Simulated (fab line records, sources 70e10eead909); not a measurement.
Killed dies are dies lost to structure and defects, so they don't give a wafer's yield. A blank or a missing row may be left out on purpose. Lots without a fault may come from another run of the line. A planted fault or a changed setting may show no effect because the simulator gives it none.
A struck lot beside a sound one | flow nand_harc | 15 steps out of a route of 1302
Sound: wafers L617.1, L617.3, L617.5. Struck: wafers L622.3, L622.5, L622.6. The cause comes at the end.
At each step with rows: each side's tool, then ch and its chambers, then its first start. Under that, the readings that differ: sound wafers | struck wafers | difference of the means | sigmas: that difference in standard deviations of wafers without a fault.
alike: readings whose means differ by less than 2 such deviations, and words and numbers that are the same on both sides. not compared: withheld readings, readings that some wafer has no value for, bounds like >300 that may hide the same value, and numbers for which the record gives no deviation and whose values overlap.
The two part at a step that has a row with sigmas, a row that says differs or no value, or rows on one side only. Numbers that don't overlap but have no deviation are shown without sigmas and don't part them. A reading that every wafer of one side lacks parts them only if that side has two wafers or more.

first, 3 steps without rows for these wafers: NHARC_P_BONDPAD_EXPOSE_06 (exposes mask P BPAD); NHARC_P_BONDPAD_PEB_07 (peb time 80 s); NHARC_P_BONDPAD_DEVELOP_08 (time 50 s).
NHARC_P_BONDPAD_CD_MEAS_09: target cd 500 nm.
  sound on cd_sem-01 ch 0, day 10 18:00; struck on cd_sem-02 ch 0, day 12 15:00
  alike: cd_nm
NHARC_P_BONDPAD_OVL_MEAS_38:
  sound on overlay-01, day 10 18:05; struck on overlay-02, day 12 15:05
  alike: overlay_x_nm, overlay_y_nm
then, 1 step without rows for these wafers: NHARC_P_BONDPAD_HARDBAKE_10 (time 65 s).
NHARC_P_BONDPAD_DESCUM_11: chemistry O2, time 3 s.
  sound on rie_diel-11 ch 1,2,3, day 10 18:13; struck on rie_diel-09 ch 0,1, day 12 15:13
  reading                     | sound       | struck      | difference | sigmas
  drypump_motor_current_A (A) | 5.8 4.8 5.4 | 6.5 6.5 6.1 | +1.0       | +2
  alike: oes_product_au, rf_vpp_V, showerhead_plenum_p_Torr, throttle_valve_pct
  not compared: rf_hours_counter_h
NHARC_P_BONDPAD_ETCH_37: etches the open film in N2/H2, target depth 60 nm, overetch 18 nm, time 65.91 s.
  sound on rie_diel-11 ch 0,1, day 10 18:18; struck on rie_diel-09 ch 0,3, day 12 15:18
  reading                         | sound             | struck            | difference | sigmas
  drypump_motor_current_A (A)     | 5.7 4.8 4.8       | 6.5 5.4 6.6       | +1.1       | +2
  rf_vpp_V (V)                    | 434.8 434.8 433.6 | 428.5 431.1 428.0 | -5.2       | -2
  showerhead_plenum_p_Torr (Torr) | 2.17 2.17 2.17    | 1.98 2.02 1.98    | -0.18      | -2
  alike: oes_product_au, throttle_valve_pct
  not compared: rf_hours_counter_h
NHARC_P_BONDPAD_ETCH_12: etches the open film in CHF3/O2, target depth 200 nm, time 100 s.
  sound on rie_diel-11 ch 1,3; struck on rie_diel-09 ch 1,2,3
  reading                     | sound       | struck      | difference | sigmas
  drypump_motor_current_A (A) | 4.8 5.7 4.8 | 6.1 6.4 5.5 | +0.9       | +2
  alike: oes_product_au, rf_vpp_V, showerhead_plenum_p_Torr, throttle_valve_pct
  not compared: rf_hours_counter_h
NHARC_P_BONDPAD_CD_MEAS_13:
  sound on cd_sem-01, day 10 18:32; struck on cd_sem-01, day 12 15:32
  alike: cd_nm
then, 1 step without rows for these wafers: NHARC_P_BONDPAD_STRIP_15 (strips in O2).
NHARC_P_BONDPAD_ETCH_24: etches the open film in CF4/N2, target depth 30 nm, time 72.99 s.
  sound on rie_diel-09 ch 1,3; struck on rie_diel-11 ch 1,2
  alike: drypump_motor_current_A, oes_product_au, rf_vpp_V, showerhead_plenum_p_Torr, throttle_valve_pct
  not compared: rf_hours_counter_h
NHARC_P_BONDPAD_STRIP_16: strips in post etch residue remover, time 600 s.
  sound on wet_bench-08 ch 4,6,7, day 10 18:53; struck on wet_bench-08 ch 0,3,6, day 12 15:53
  no value came back on the struck wafers for bath_heat_duty_pct (%), run_length_s (s); on the sound wafers bath_heat_duty_pct (%) reads 11.9 12.3 10.7
NHARC_P_BONDPAD_DEGAS_25: time 60 s.
  sound on pvd_sputter-03, day 10 19:10; struck on pvd_sputter-01, day 12 16:10
  alike: heater_power_w
NHARC_END_SORT_01:
  the record has rows for the sound wafers here (prober-01 ch 0, day 30 05:19) and none for the struck ones

WHERE THEY PART
First at NHARC_P_BONDPAD_DESCUM_11; last, within this record, at NHARC_END_SORT_01.

WHY: what the simulator had put in
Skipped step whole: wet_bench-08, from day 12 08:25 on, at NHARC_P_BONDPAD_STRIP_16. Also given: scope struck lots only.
